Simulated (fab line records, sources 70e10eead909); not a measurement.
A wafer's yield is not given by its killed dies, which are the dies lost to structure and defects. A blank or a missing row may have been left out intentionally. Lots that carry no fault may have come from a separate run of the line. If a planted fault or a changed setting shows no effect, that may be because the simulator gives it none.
fab line records	flow nand_harc
record: lots: 6	wafers: 18	last_day: 24
route steps=1159 shown A_CHANNEL_HOLE_D1@457 A_CHANNEL_FILL_D1@490 END@1159
lots that met no fault: taken from a fault-free run of the same line
start_h: start of the lot's first displayed wafer, in hours after the record's first day	wait_h: how many hours have passed since the lot's step before this one	" repeats the value in the row above	L1.1+2: a single row standing in for several wafers	- no value, or no start given	* or withheld: withheld	< > ~ a bound
route shown NAME@n: a module of which the file shows steps, and the number in the route of the first	usual: average and standard deviation across the fault-free wafers	same: alike in all rows	chamber/n: place in a boat	sites: each site's reading	_std_site: standard deviation across them	_edge_site: inner sites' mean taken away from outer sites' mean	radius_mm: for every site, how far away it sits from the centre of the wafer	mask NAME#n: copy n	behind: the most recent tool/chamber to have shaped the wafer	hold: cause of the lot's hold/its duration in hours/its outcome	device: the transistor (n, p or np) that didn't switch	end of line: the route-end tests of the same wafers	a step without rows: its recipe alone	killed: count of dies lost to structure and defects at first sort (not the wafer's yield)	map: per-die view of a wafer (x killed, . not killed, _ where there is no die)
set.NAME: the setting as run; set.NAME@STEP: as run at that earlier step	model.NAME: the simulator's own value behind a step, which no gauge read
lots seen at some steps along the route; tables by step, rows by wafer
services: when a tool's chamber went out of use (start_h, in hours from the record's first day, below 0 if earlier), for how many hours, and the reason
== steps ==
step: NHARC_A_CHANNEL_HOLE_D1_SOFTBAKE_05
recipe: temp_c: 105	time_s: 55
step: NHARC_A_CHANNEL_HOLE_D1_EBR_06
step: NHARC_A_CHANNEL_HOLE_D1_EXPOSE_07
recipe: na: 1.35	target_cd_nm: 100	sigma_outer: 0.3	dose_mj: 59.65	mask_id: HOLE_D1
step: NHARC_A_CHANNEL_HOLE_D1_PEB_08
recipe: peb_temp_c: 100	peb_time_s: 65
step: NHARC_A_CHANNEL_HOLE_D1_DEVELOP_09
recipe: develop_time_s: 35	dev_temp_c: 23
step: NHARC_A_CHANNEL_HOLE_D1_CD_MEAS_10
recipe: target_cd_nm: 100	landing_energy_ev: 500
usual: cd_nm: 99.9/0.48
same: landing_energy_ev: 500
lot.wafer	tool	chamber	start_h	wait_h	cd_nm
L416.3	cd_sem-01	0	185.71	-	100.2
L416.5	"	0	"	"	99.8
L416.6	"	0	"	"	100.2
L420.2	cd_sem-02	0	196.90	-	100.1
L420.3	"	0	"	"	100.1
L420.5	"	0	"	"	100.6
L424.1	cd_sem-01	0	227.97	-	100.2
L424.4	"	0	"	"	100.3
L424.6	"	0	"	"	100.5
L426.1	cd_sem-03	0	257.04	-	100.2
L426.4	"	0	"	"	100.1
L426.5	"	0	"	"	100.0
L433.1	cd_sem-02	0	277.40	-	100.3
L433.3	"	0	"	"	100.6
L433.6	"	0	"	"	100.5
L435.1	cd_sem-01	0	302.05	-	100.1
L435.2	"	0	"	"	99.8
L435.6	"	0	"	"	99.0
step: NHARC_A_CHANNEL_HOLE_D1_OVL_MEAS_11
usual: overlay_x_nm: 0.2/0.86	overlay_y_nm: 0.5/0.99
lot.wafer	tool	chamber	start_h	wait_h	overlay_x_nm	overlay_y_nm
L416.3	overlay-01	-	185.79	-	-0.2	0.7
L416.5	"	-	"	"	0.3	0.4
L416.6	"	-	"	"	0.4	1.0
L420.2	overlay-01	-	196.99	-	0.4	-1.4
L420.3	"	-	"	"	0.3	-1.2
L420.5	"	-	"	"	0.6	-0.5
L424.1	overlay-01	-	228.06	-	1.3	0.3
L424.4	"	-	"	"	1.1	-0.6
L424.6	"	-	"	"	1.0	1.0
L426.1	overlay-01	-	257.13	-	-0.4	1.3
L426.4	"	-	"	"	-0.7	1.6
L426.5	"	-	"	"	-0.3	0.6
L433.1	overlay-02	-	277.49	-	0.0	2.1
L433.3	"	-	"	"	0.5	1.6
L433.6	"	-	"	"	0.1	1.7
L435.1	overlay-02	-	302.14	-	0.2	0.3
L435.2	"	-	"	"	0.2	0.6
L435.6	"	-	"	"	0.0	0.3
step: NHARC_A_CHANNEL_HOLE_D1_INSPECT_12
usual: raw_defect_count: 5.5/2.7
lot.wafer	tool	chamber	start_h	wait_h	raw_defect_count
L416.3	defect_inspect-01	-	185.83	0.0	6
L416.5	"	-	"	"	8
L416.6	"	-	"	"	6
L420.2	defect_inspect-01	-	197.02	0.0	10
L420.3	"	-	"	"	4
L420.5	"	-	"	"	4
L424.1	defect_inspect-01	-	228.09	0.0	1
L424.4	"	-	"	"	8
L424.6	"	-	"	"	3
L426.1	defect_inspect-02	-	257.16	0.0	6
L426.4	"	-	"	"	3
L426.5	"	-	"	"	3
L433.1	defect_inspect-02	-	277.53	0.0	6
L433.3	"	-	"	"	13
L433.6	"	-	"	"	6
L435.1	defect_inspect-01	-	302.18	0.0	9
L435.2	"	-	"	"	3
L435.6	"	-	"	"	5
step: NHARC_A_CHANNEL_HOLE_D1_DESCUM_15
recipe: time_s: 3	o2_flow_sccm: 200	ar_flow_sccm: 0	bias_power_w: 0	chemistry: O2
step: NHARC_A_CHANNEL_HOLE_D1_ETCH_38
recipe: target_depth_a: 390	over_etch_frac: 0.3	time_s: 65	ion_energy_ev: 80	cf4_flow_sccm: 150	ar_flow_sccm: 0	rf_w: 300	bias_w: 100	chemistry: CF4
step: NHARC_A_CHANNEL_HOLE_D1_ETCH_39
recipe: target_depth_a: 2600	over_etch_frac: 0.3	time_s: 325	ion_energy_ev: 200	n2_flow_sccm: 150	h2_flow_sccm: 150	ar_flow_sccm: 0	rf_w: 400	bias_w: 150	chemistry: N2/H2
step: NHARC_A_CHANNEL_HOLE_D1_ETCH_34
recipe: target_depth_a: 1540	time_s: 77	cf4_flow_sccm: 100	chf3_flow_sccm: 30	ar_flow_sccm: 0	rf_w: 500	bias_w: 200	chemistry: CF4/CHF3
step: NHARC_A_CHANNEL_HOLE_D1_ETCH_16
recipe: target_depth_a: 31000	over_etch_frac: 0.3	time_s: 806	ion_energy_ev: 150	o2_flow_sccm: 400	cos_flow_sccm: 20	ar_flow_sccm: 0	rf_w: 500	bias_w: 300	chemistry: O2/COS
usual: cos_flow_sccm: 20.00/0.063	drypump_motor_current_A: 5.6/0.45	oes_product_au: 0.996/0.0096	rf_vpp_V: 314.2/2.1	showerhead_plenum_p_Torr: 3.12/0.13	throttle_valve_pct: 28.330/0.0092
lot.wafer	tool	chamber	start_h	wait_h	cos_flow_sccm	drypump_motor_current_A	oes_product_au	rf_hours_counter_h	rf_vpp_V	showerhead_plenum_p_Torr	throttle_valve_pct
L416.3	rie_diel-07	1	186.66	-	20.09	5.4	0.997	10	311.8	2.96	28.343
L416.6	"	3	"	"	19.94	6.3	0.992	-	312.7	2.99	28.327
L416.5	"	1	"	"	20.04	5.4	1.007	-	311.4	2.96	28.347
L420.3	rie_diel-10	1	197.73	-	19.99	5.9	0.984	1	312.0	2.95	28.327
L420.2	"	2	"	"	19.90	5.3	0.986	1	316.1	3.18	28.329
L420.5	"	3	"	"	19.95	6.1	0.989	-	315.8	3.13	28.326
L424.1	rie_diel-10	1	228.98	-	20.03	5.9	0.997	4	310.7	2.95	28.338
L424.6	"	2	"	"	19.99	5.3	0.991	-	313.4	3.18	28.308
L424.4	"	0	"	"	19.91	6.3	1.008	-	316.6	3.28	28.332
L426.4	rie_diel-10	1	257.75	-	20.01	5.9	0.985	5	313.5	2.95	28.326
L426.1	"	3	"	"	20.05	6.1	1.006	3	313.0	3.12	28.320
L426.5	"	1	"	"	20.02	5.9	0.985	-	311.1	2.95	28.331
L433.1	rie_diel-05	2	278.18	-	19.91	5.2	1.004	6	316.7	3.32	28.332
L433.3	"	0	"	"	20.02	5.5	0.983	5	315.5	3.20	28.323
L433.6	"	2	"	"	19.99	5.2	1.008	-	317.6	3.32	28.331
L435.1	rie_diel-05	2	302.77	-	20.00	5.2	0.992	8	317.4	3.32	28.345
L435.2	"	3	"	"	20.00	5.2	0.999	7	315.4	3.29	28.330
L435.6	"	3	"	"	19.93	5.2	0.995	-	317.2	3.29	28.335
step: NHARC_A_CHANNEL_HOLE_D1_CD_MEAS_18
usual: cd_nm: 98.6/1.9
lot.wafer	tool	chamber	start_h	wait_h	cd_nm
L416.3	cd_sem-01	-	187.20	-	97.9
L416.5	"	-	"	"	95.3
L416.6	"	-	"	"	96.7
L420.2	cd_sem-01	-	198.20	-	98.4
L420.3	"	-	"	"	97.0
L420.5	"	-	"	"	102.0
L424.1	cd_sem-01	-	229.52	-	98.2
L424.4	"	-	"	"	100.9
L424.6	"	-	"	"	100.3
L426.1	cd_sem-01	-	258.34	-	99.9
L426.4	"	-	"	"	99.3
L426.5	"	-	"	"	100.0
L433.1	cd_sem-02	-	278.70	-	97.3
L433.3	"	-	"	"	96.9
L433.6	"	-	"	"	98.7
L435.1	cd_sem-01	-	303.36	-	99.2
L435.2	"	-	"	"	95.9
L435.6	"	-	"	"	95.8
step: NHARC_A_CHANNEL_HOLE_D1_ETCH_19
recipe: bias_v: 1200	source_w: 2500	pressure_mtorr: 15	time_s: 34.5	ar_flow_sccm: 375	c4f8_flow_sccm: 28.8	o2_flow_sccm: 96.2	temp_c: -20	target_depth_a: *	chemistry: C4F8/O2/Ar
usual: c4f8_flow_sccm: 28.80/0.083	drypump_motor_current_A: 5.8/0.39	showerhead_plenum_p_Torr: 3.74/0.12	throttle_valve_pct: 37.038/0.0082
lot.wafer	tool	chamber	start_h	wait_h	c4f8_flow_sccm	drypump_motor_current_A	rf_hours_counter_h	showerhead_plenum_p_Torr	throttle_valve_pct
L416.3	har_etch-02	0	190.83	3.6	28.70	6.0	-	3.87	37.021
L416.5	"	0	"	"	28.58	6.0	-	3.87	37.050
L416.6	"	1	"	"	28.81	6.2	-	3.63	37.028
L420.2	har_etch-02	0	198.29	0.1	28.80	6.0	103	3.87	37.033
L420.3	"	0	"	"	28.87	6.0	-	3.87	37.046
L420.5	"	1	"	"	28.84	6.2	-	3.63	37.040
L424.1	har_etch-02	0	229.61	0.1	28.85	6.0	121	3.86	37.054
L424.4	"	1	"	"	28.71	6.2	-	3.62	37.045
L424.6	"	0	"	"	28.81	6.0	-	3.86	37.039
L426.1	har_etch-01	1	258.44	0.1	28.68	5.2	222	3.64	37.040
L426.4	"	1	"	"	28.73	5.2	-	3.64	37.040
L426.5	"	1	"	"	28.80	5.2	-	3.64	37.044
L433.1	har_etch-01	0	278.79	0.1	28.70	5.4	233	3.85	37.037
L433.3	"	1	"	"	28.89	5.2	-	3.63	37.045
L433.6	"	1	"	"	28.89	5.2	-	3.63	37.018
L435.2	har_etch-01	1	303.43	0.1	28.77	5.2	244	3.62	37.038
L435.1	"	0	"	"	28.98	5.5	244	3.84	37.037
L435.6	"	0	"	"	28.89	5.4	-	3.84	37.021
step: NHARC_A_CHANNEL_HOLE_D1_ETCH_20
recipe: bias_v: 3000	source_w: withheld	pressure_mtorr: 20	time_s: 361.9	ar_flow_sccm: 375	c4f8_flow_sccm: 89.3	o2_flow_sccm: 35.7	temp_c: -20	target_depth_a: 16000	chemistry: C4F8/O2/Ar
step: NHARC_A_CHANNEL_HOLE_D1_ETCH_21
recipe: bias_v: 3000	source_w: withheld	pressure_mtorr: 20	time_s: 514.3	ar_flow_sccm: 375	c4f8_flow_sccm: 89.3	o2_flow_sccm: 35.7	temp_c: -20	target_depth_a: 16000	chemistry: C4F8/O2/Ar
step: NHARC_A_CHANNEL_HOLE_D1_ETCH_22
recipe: bias_v: 3000	source_w: withheld	pressure_mtorr: 20	time_s: 666.7	ar_flow_sccm: 375	c4f8_flow_sccm: 89.3	o2_flow_sccm: 35.7	temp_c: -20	target_depth_a: 16000	chemistry: C4F8/O2/Ar
step: NHARC_A_CHANNEL_HOLE_D1_ETCH_23
recipe: bias_v: 5000	source_w: withheld	pressure_mtorr: 20	time_s: 819	ar_flow_sccm: 375	c4f8_flow_sccm: 89.3	o2_flow_sccm: 35.7	temp_c: -20	target_depth_a: 16000	chemistry: C4F8/O2/Ar
usual: c4f8_flow_sccm: 89.30/0.27	drypump_motor_current_A: 5.8/0.4	showerhead_plenum_p_Torr: 3.70/0.11	throttle_valve_pct: 32.155/0.0086
lot.wafer	tool	chamber	start_h	wait_h	c4f8_flow_sccm	drypump_motor_current_A	rf_hours_counter_h	showerhead_plenum_p_Torr	throttle_valve_pct
L416.3	har_etch-02	0	192.47	0.5	88.83	6.0	-	3.82	32.147
L416.5	"	0	"	"	88.95	6.0	-	3.82	32.164
L416.6	"	1	"	"	89.21	6.2	-	3.60	32.150
L420.2	har_etch-02	0	199.82	0.5	89.31	6.0	105	3.82	32.154
L420.3	"	0	"	"	88.81	6.0	-	3.82	32.142
L420.5	"	1	"	"	88.95	6.2	-	3.59	32.149
L424.1	har_etch-02	0	231.03	0.5	89.36	6.0	122	3.81	32.160
L424.4	"	1	"	"	89.28	6.2	-	3.58	32.153
L424.6	"	0	"	"	89.70	6.0	-	3.81	32.140
L426.1	har_etch-01	1	259.98	0.5	89.56	5.1	223	3.60	32.146
L426.4	"	1	"	"	89.41	5.1	-	3.60	32.162
L426.5	"	1	"	"	89.32	5.2	-	3.60	32.162
L433.1	har_etch-01	0	280.31	0.5	89.40	5.4	235	3.80	32.146
L433.3	"	1	"	"	89.61	5.1	-	3.59	32.149
L433.6	"	1	"	"	89.18	5.2	-	3.59	32.149
L435.2	har_etch-01	1	304.87	0.5	89.49	5.2	246	3.58	32.150
L435.1	"	0	"	"	89.55	5.4	246	3.79	32.157
L435.6	"	0	"	"	89.04	5.4	-	3.79	32.162
step: NHARC_A_CHANNEL_HOLE_D1_ETCH_24
recipe: bias_v: 5000	source_w: withheld	pressure_mtorr: 20	time_s: 906.2	ar_flow_sccm: 375	c4f8_flow_sccm: 93.8	o2_flow_sccm: 31.2	temp_c: -20	target_depth_a: 15000	chemistry: C4F8/O2/Ar
step: NHARC_A_CHANNEL_HOLE_D1_ETCH_25
recipe: bias_v: 5000	source_w: withheld	pressure_mtorr: 20	time_s: 1040.2	ar_flow_sccm: 375	c4f8_flow_sccm: 93.8	o2_flow_sccm: 31.2	temp_c: -20	target_depth_a: 15000	chemistry: C4F8/O2/Ar
usual: c4f8_flow_sccm: 93.85/0.28	drypump_motor_current_A: 5.8/0.39	showerhead_plenum_p_Torr: 3.69/0.11	throttle_valve_pct: 32.237/0.0084
lot.wafer	tool	chamber	start_h	wait_h	c4f8_flow_sccm	drypump_motor_current_A	rf_hours_counter_h	showerhead_plenum_p_Torr	throttle_valve_pct
L416.3	har_etch-02	0	193.99	0.7	94.03	6.0	-	3.82	32.229
L416.5	"	0	"	"	94.02	6.0	-	3.82	32.229
L416.6	"	1	"	"	93.58	6.2	-	3.59	32.247
L420.2	har_etch-02	0	201.31	0.7	93.83	6.0	106	3.82	32.234
L420.3	"	0	"	"	93.95	6.0	-	3.81	32.229
L420.5	"	1	"	"	94.05	6.2	-	3.59	32.233
L424.1	har_etch-02	0	232.49	0.6	93.91	6.0	123	3.81	32.254
L424.4	"	1	"	"	93.88	6.2	-	3.58	32.243
L424.6	"	0	"	"	93.72	6.0	-	3.81	32.234
L426.1	har_etch-01	1	261.49	0.7	93.68	5.2	224	3.59	32.255
L426.4	"	1	"	"	94.48	5.2	-	3.59	32.225
L426.5	"	1	"	"	93.58	5.2	-	3.59	32.240
L433.1	har_etch-01	0	281.82	0.7	93.75	5.4	236	3.79	32.234
L433.3	"	1	"	"	93.34	5.2	-	3.59	32.225
L433.6	"	1	"	"	94.00	5.2	-	3.59	32.235
L435.2	har_etch-01	1	306.34	0.6	93.65	5.2	247	3.58	32.241
L435.1	"	0	"	"	94.11	5.4	247	3.79	32.227
L435.6	"	0	"	"	93.91	5.4	-	3.79	32.233
step: NHARC_A_CHANNEL_HOLE_D1_ETCH_26
recipe: bias_v: 300	source_w: 2000	pressure_mtorr: 30	time_s: 224.1	ar_flow_sccm: 375	c4f8_flow_sccm: 11.4	o2_flow_sccm: 113.6	temp_c: -20	target_depth_a: 3000	chemistry: C4F8/O2/Ar
step: NHARC_A_CHANNEL_HOLE_D1_ETCH_33
recipe: bias_v: 400	source_w: 2000	pressure_mtorr: 25	time_s: 90	ar_flow_sccm: 375	c4f8_flow_sccm: 41.7	o2_flow_sccm: 83.3	temp_c: -20	target_depth_a: 4000	chemistry: C4F8/O2/Ar
step: NHARC_A_CHANNEL_HOLE_D1_STRIP_41
recipe: n2_flow_sccm: 150	h2_flow_sccm: 150	ar_flow_sccm: 0	bias_w: 0	chemistry: N2/H2
step: NHARC_A_CHANNEL_HOLE_D1_STRIP_42
recipe: cf4_flow_sccm: 100	chf3_flow_sccm: 30	ar_flow_sccm: 0	bias_w: 0	chemistry: CF4/CHF3
step: NHARC_A_CHANNEL_HOLE_D1_STRIP_43
recipe: o2_flow_sccm: 400	cos_flow_sccm: 20	ar_flow_sccm: 0	bias_w: 0	chemistry: O2/COS
step: NHARC_A_CHANNEL_HOLE_D1_ETCH_44
recipe: target_depth_a: 1400	overetch_a: 140	time_s: 77	ion_energy_ev: 100	cf4_flow_sccm: 80	o2_flow_sccm: 20	ar_flow_sccm: 0	rf_w: 300	bias_w: 100	chemistry: CF4/O2
usual: drypump_motor_current_A: 5.7/0.44	oes_product_au: 0.996/0.0093	rf_vpp_V: 197.8/1.4	showerhead_plenum_p_Torr: 1.33/0.055	throttle_valve_pct: 13.399/0.0084
lot.wafer	tool	chamber	start_h	wait_h	drypump_motor_current_A	oes_product_au	rf_hours_counter_h	rf_vpp_V	showerhead_plenum_p_Torr	throttle_valve_pct
L416.3	rie_diel-10	0	195.52	0.1	6.4	0.997	1	199.1	1.41	13.400
L416.6	"	0	"	"	6.3	0.999	-	200.6	1.41	13.389
L416.5	"	1	"	"	5.9	0.980	-	195.0	1.26	13.383
L420.3	rie_diel-10	1	203.05	0.1	5.9	0.985	1	195.2	1.26	13.395
L420.2	"	2	"	"	5.3	0.989	1	199.4	1.36	13.405
L420.5	"	1	"	"	5.9	0.985	-	197.8	1.26	13.385
L424.1	rie_diel-10	1	234.82	0.1	5.9	0.984	4	196.2	1.26	13.399
L424.4	"	1	"	"	5.9	0.994	-	198.1	1.26	13.400
L424.6	"	1	"	"	5.9	0.999	-	196.5	1.26	13.410
L426.4	rie_diel-10	0	263.16	0.1	6.3	1.001	5	198.7	1.41	13.390
L426.1	"	2	"	"	5.3	0.991	6	198.3	1.36	13.391
L426.5	"	1	"	"	5.9	0.980	-	195.2	1.26	13.392
L433.1	rie_diel-05	2	283.93	0.1	5.1	1.003	7	198.7	1.42	13.402
L433.3	"	1	"	"	5.3	0.996	6	197.4	1.28	13.406
L433.6	"	3	"	"	5.1	0.999	-	200.2	1.41	13.410
L435.2	rie_diel-07	3	308.15	0.1	6.3	0.998	6	195.9	1.27	13.407
L435.1	"	0	"	"	5.1	0.987	6	197.8	1.33	13.397
L435.6	"	0	"	"	5.1	1.004	-	198.8	1.33	13.401
step: NHARC_A_CHANNEL_HOLE_D1_STRIP_27
recipe: o2_flow_sccm: 500	ar_flow_sccm: 0	bias_w: 0	chemistry: O2
usual: drypump_motor_current_A: 5.7/0.44	oes_product_au: 0.996/0.01	rf_vpp_V: 57.7/0.77	showerhead_plenum_p_Torr: 3.51/0.14	throttle_valve_pct: 17.036/0.0095
lot.wafer	tool	chamber	start_h	wait_h	drypump_motor_current_A	oes_product_au	rf_hours_counter_h	rf_vpp_V	showerhead_plenum_p_Torr	throttle_valve_pct
L416.3	rie_diel-10	3	-	-	6.1	1.002	1	57.0	3.53	17.031
L416.5	"	1	"	"	5.9	0.990	-	58.0	3.34	17.049
L416.6	"	2	"	"	5.3	0.994	-	58.8	3.59	17.029
L420.3	rie_diel-10	3	-	-	6.0	1.005	2	57.8	3.53	17.035
L420.2	"	0	"	"	6.3	1.005	2	57.1	3.71	17.046
L420.5	"	3	"	"	6.0	1.002	-	58.6	3.53	17.066
L424.1	rie_diel-10	1	234.95	0.1	5.9	0.990	5	58.2	3.33	17.033
L424.4	"	1	"	"	5.9	0.983	-	57.5	3.33	17.026
L424.6	"	2	"	"	5.3	0.998	-	58.7	3.59	17.048
L426.4	rie_diel-10	3	-	-	6.1	0.999	4	56.4	3.53	17.018
L426.1	"	1	"	"	5.9	0.980	6	56.5	3.33	17.042
L426.5	"	3	"	"	6.1	1.002	-	56.9	3.53	17.059
L433.3	rie_diel-05	3	-	-	5.1	0.993	6	57.1	3.71	17.024
L433.1	"	0	"	"	5.5	0.975	6	58.3	3.61	17.038
L433.6	"	2	"	"	5.1	0.993	-	60.1	3.75	17.043
L435.1	rie_diel-07	3	-	-	6.3	1.003	6	56.0	3.38	17.035
L435.2	"	0	"	"	5.1	1.002	6	59.1	3.53	17.035
L435.6	"	2	"	"	5.4	0.996	-	57.9	3.55	17.037
step: NHARC_A_CHANNEL_HOLE_D1_PRECLEAN_28
recipe: time_s: *	temp_c: 50	bath_age_min: 0	chemistry: SC1
step: NHARC_A_CHANNEL_HOLE_D1_SRD_29
step: NHARC_A_CHANNEL_HOLE_D1_CD_MEAS_30
usual: cd_nm: 89.8/1.2
lot.wafer	tool	chamber	start_h	wait_h	cd_nm
L416.3	cd_sem-02	-	196.32	-	89.1
L416.5	"	-	"	"	87.6
L416.6	"	-	"	"	90.2
L420.2	cd_sem-02	-	203.85	-	91.0
L420.3	"	-	"	"	90.0
L420.5	"	-	"	"	90.9
L424.1	cd_sem-03	-	235.97	-	89.6
L424.4	"	-	"	"	89.2
L424.6	"	-	"	"	91.7
L426.1	cd_sem-03	-	263.96	-	90.3
L426.4	"	-	"	"	89.5
L426.5	"	-	"	"	89.5
L433.1	cd_sem-03	-	284.75	-	90.3
L433.3	"	-	"	"	92.6
L433.6	"	-	"	"	90.3
L435.1	cd_sem-02	-	308.95	-	92.4
L435.2	"	-	"	"	88.6
L435.6	"	-	"	"	93.0
step: NHARC_A_CHANNEL_HOLE_D1_XSEM_31
recipe: landing_energy_ev: 35000
step: NHARC_A_CHANNEL_HOLE_D1_INSPECT_40
usual: raw_defect_count: 62/16
lot.wafer	tool	chamber	start_h	wait_h	raw_defect_count
L416.3	defect_inspect-02	-	196.51	-	71
L416.5	"	-	"	"	48
L416.6	"	-	"	"	58
L420.2	defect_inspect-02	-	204.04	-	37
L420.3	"	-	"	"	35
L420.5	"	-	"	"	43
L424.1	defect_inspect-02	-	236.16	-	779
L424.4	"	-	"	"	723
L424.6	"	-	"	"	739
L426.1	defect_inspect-02	-	264.15	-	685
L426.4	"	-	"	"	748
L426.5	"	-	"	"	770
L433.1	defect_inspect-01	-	284.93	-	63
L433.3	"	-	"	"	83
L433.6	"	-	"	"	87
L435.1	defect_inspect-01	-	309.13	-	46
L435.2	"	-	"	"	57
L435.6	"	-	"	"	69
step: NHARC_A_CHANNEL_FILL_D1_PRECLEAN_00
recipe: time_s: *	temp_c: 50	bath_age_min: 0	chemistry: SC1
step: NHARC_END_SORT_01
recipe: temp_c: 25
usual: killed_at_array: 28/8.6	killed_at_other: 0.7/1.2	killed_at_periphery: 3.1/2.3	killed_dies: 32/8.7	killed_open: 3.2/1.7	killed_short: 2.0/1.5
same: gross_dies: 677
lot.wafer	tool	chamber	start_h	wait_h	killed_at_array	killed_at_other	killed_at_periphery	killed_dies	killed_open	killed_short
L424.1	prober-01	0	492.92	2.5	109	0	1	110	1	4
L424.4	prober-01	0	495.30	3.4	88	0	0	88	1	3
L424.6	prober-01	0	496.89	4.0	56	1	0	57	3	1
L426.1	prober-01	0	508.58	2.6	101	0	0	101	2	0
L426.4	prober-01	0	511.00	3.4	119	0	0	119	3	1
L426.5	prober-01	0	511.80	3.7	118	0	0	118	0	1
killed by level:class
L424.1 A_CHANNEL_HOLE_D1:unspecified=82 A_SLIT:chamber_film_flake=11 A_STAIRCASE:chamber_film_flake=6 A_CONTACT:chamber_film_flake=5 P_M0:geometric_particle:short=1 A_ONON_D1:geometric_particle:short=1 A_ONON_D1:geometric_particle:open=1 A_CHANNEL_HOLE_D1:geometric_particle:short=1
L424.4 A_CHANNEL_HOLE_D1:unspecified=62 A_SLIT:chamber_film_flake=11 A_STAIRCASE:chamber_film_flake=6 A_CHANNEL_HOLE_D1:chamber_film_flake=3 A_ONON_D1:geometric_particle:short=2 A_SGD_CUT:geometric_particle:short=1 A_BLC:geometric_particle:open=1 A_ZERO_WELL:chamber_film_flake=1
L424.6 A_CHANNEL_HOLE_D1:unspecified=34 A_SLIT:chamber_film_flake=10 A_CONTACT:chamber_film_flake=5 A_CHANNEL_HOLE_D1:chamber_film_flake=2 A_STAIRCASE:chamber_film_flake=2 A_ONON_D1:geometric_particle:open=1 A_WL_FILL:geometric_particle:open=1 A_BLC:geometric_particle:open=1
L426.1 A_CHANNEL_HOLE_D1:unspecified=68 A_CHANNEL_HOLE_D1:chamber_film_flake=12 A_SLIT:chamber_film_flake=10 A_STAIRCASE:chamber_film_flake=3 A_WL_FILL:chamber_film_flake=3 A_SGD_CUT:chamber_film_flake=2 A_CHANNEL_FILL_D1:geometric_particle:open=1 A_CONTACT:geometric_particle:open=1
L426.4 A_CHANNEL_HOLE_D1:unspecified=77 A_CHANNEL_HOLE_D1:chamber_film_flake=16 A_SLIT:chamber_film_flake=15 A_WL_FILL:chamber_film_flake=4 A_STAIRCASE:chamber_film_flake=2 A_ONON_D1:geometric_particle:open=1 A_CHANNEL_FILL_D1:geometric_particle:short=1 A_CONTACT:geometric_particle:open=1
L426.5 A_CHANNEL_HOLE_D1:unspecified=76 A_CHANNEL_HOLE_D1:chamber_film_flake=23 A_SLIT:chamber_film_flake=10 A_WL_FILL:chamber_film_flake=4 A_STAIRCASE:chamber_film_flake=2 A_CHANNEL_FILL_D1:geometric_particle:short=1 A_CHANNEL_FILL_D1:chamber_film_flake=1 A_SGD_CUT:chamber_film_flake=1
map L424.1 (x killed, . not)
____________.____________
_________......._________
_______..........._______
______.............______
_____..............._____
____..xx.............____
____.................____
___...................___
___...................___
__.....................__
__.....................__
_......................._
_......................._
_......................._
_......................._
_.............x......x.._
.x.............x....x....
..................xx.....
..............x.xxx.x....
...............x..xx.....
..................xx..x..
_..........x......x....._
_...............xxx..x.._
_.............x.xxx.x..._
_...............xxx..x.._
_............xxxxxxxxx.._
__...........xxxxxxxxx.__
__............xxxxxxx..__
___x.........xxxxxxxx.___
___.........xxxxxxxxxx___
____x........xxxxxxxx____
____.........xxxxxxxx____
_____.........xxxxxx_____
______.........xxxx______
_______........xxx_______
_________......x_________
____________.____________
map L426.4 (x killed, . not)
____________.____________
_________......._________
_______..........._______
______.............______
_____.......x......._____
____.................____
____......xx.........____
___.......xx......x...___
___.......x...........___
__....xx..xx...........__
__.......x.x..x......x.__
_........xx..x.........._
_........x.xx..........._
_......................._
_.............x........._
_......................._
.........................
.........................
.........................
.........................
.........................
_...........x..........._
_..............xxx......_
_.............x..x..x..._
_..............xx.x....._
_..........x..xxxxxx...._
__......xx.xx.xxxxxx.x.__
__...........xxxxxxxxxx__
___......xxxxxxxxxxxxx___
___........xxxxxxxxx..___
____......x.xxxxxxxxx____
____....x.x..xxxxxxxx____
_____.........xxxxxx_____
______.......xxxxxx______
_______.....x..xxx_______
_________.x....._________
____________.____________
== services ==
tool	chamber	start_h	hours	kind
rie_diel-05	-	163.60	9.0	pm
rie_diel-05	3	173.18	4.9	repair
rie_diel-10	-	176.50	9.0	pm
rie_diel-10	0	176.50	9.0	vent_cycle
rie_diel-10	1	176.50	9.0	vent_cycle
rie_diel-10	2	176.50	9.0	vent_cycle
rie_diel-10	3	176.50	9.0	vent_cycle
rie_diel-10	0	185.50	-	clean
rie_diel-10	1	185.50	-	clean
rie_diel-10	2	185.50	-	clean
rie_diel-10	3	185.50	-	clean
rie_diel-07	0	189.71	6.5	repair
rie_diel-05	-	201.79	34.4	repair
rie_diel-10	3	206.26	4.2	repair
rie_diel-10	0	210.00	-	clean
rie_diel-10	1	210.00	-	clean
rie_diel-10	2	210.00	-	clean
rie_diel-10	3	216.83	24.6	repair
rie_diel-07	-	228.21	9.0	pm
rie_diel-10	0	232.81	11.0	repair
rie_diel-10	1	234.50	-	clean
rie_diel-10	2	234.50	-	clean
rie_diel-10	0	267.78	12.2	repair
har_etch-01	-	307.58	17.0	pm
== key ==
first_sign: step: NHARC_A_CHANNEL_HOLE_D1_INSPECT_40	reading: raw_defect_count	direction: up	sigmas: 43	usual: 62	struck: 741
effect: step: NHARC_END_SORT_01	reading: killed_at_array	direction: up	sigmas: 8.2	usual: 28	struck: 98
more_kills_born_at: NHARC_A_CHANNEL_HOLE_D1_ETCH_16@rie_diel-10: 399
met_at NHARC_A_CHANNEL_HOLE_D1_ETCH_16
struck_wafers L424.1,L424.4,L424.6,L426.1,L426.4,L426.5
tester_left_out L424,L426
onset_between 197.73 228.98
also_fits NHARC_A_CHANNEL_HOLE_D1_ETCH_44:rie_diel-10,NHARC_A_CHANNEL_HOLE_D1_STRIP_27:rie_diel-10
fault: kind: chamber_particle_source	tool: rie_diel-10	chamber: -	onset_h: 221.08	steps: NHARC_A_CHANNEL_HOLE_D1_ETCH_16	rate_per_visit_cm2: 1.0161	end_h: 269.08
tester_left_out: of these lots the tester's yield and bins aren't shown, on N5 and GAA mostly nor the transistor test; their killed dies are dies lost to structure and defects alone, not to doping, threshold or leakage, so they don't give the yield
